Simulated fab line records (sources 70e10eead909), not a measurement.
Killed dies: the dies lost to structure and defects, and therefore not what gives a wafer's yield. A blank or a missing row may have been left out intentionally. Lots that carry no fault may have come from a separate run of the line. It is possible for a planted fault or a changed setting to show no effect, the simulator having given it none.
Which tool is to blame?    flow nand_harc    7 lots, 21 wafers sampled, at 1 step of a route of 1159

WHAT THE GAUGES SHOWED, per wafer
NHARC_A_M0_CD_MEAS_09: target cd 80 nm.
lot   measured      on         cd_nm (nm)
L381  day 18 07:16  cd_sem-01  78.5 79.0 78.8
L386  day 18 19:11  cd_sem-02  79.2 79.9 80.9
L384  day 18 23:29  cd_sem-02  80.0 80.2 80.0
L389  day 20 00:49  cd_sem-02  79.6 77.4 79.5
L390  day 21 06:28  cd_sem-03  80.5 81.5 80.3
L393  day 22 02:45  cd_sem-01  79.3 78.6 80.2
L402  day 23 15:18  cd_sem-03  81.2 82.1 81.7

WHAT TOOL EACH LOT RAN ON (gives the tool, then ch and the chambers of the sampled wafers, and finally the start)
Record: no process step prior to these readings.

THE ANSWER, worked out from the rows above alone
Rule: what is usual is taken from the lots themselves. Put in order of their means at a reading, lots are off if they are a third of the lots or fewer, leave a main group of 4 or more, and stand apart from it by a gap of 3 or more times the standard deviation of the main group's means; of several such gaps the widest counts. The tables above print the reading to a certain number of digits; a main group whose means all agree to those digits is not used. Also off: a lot with no number at a reading for which 4 or more lots have one. All remaining lots with rows at the step are treated as sound.
None of the lots is off at any reading shown; this tells nothing.

WHAT THE SIMULATOR HAD INSERTED
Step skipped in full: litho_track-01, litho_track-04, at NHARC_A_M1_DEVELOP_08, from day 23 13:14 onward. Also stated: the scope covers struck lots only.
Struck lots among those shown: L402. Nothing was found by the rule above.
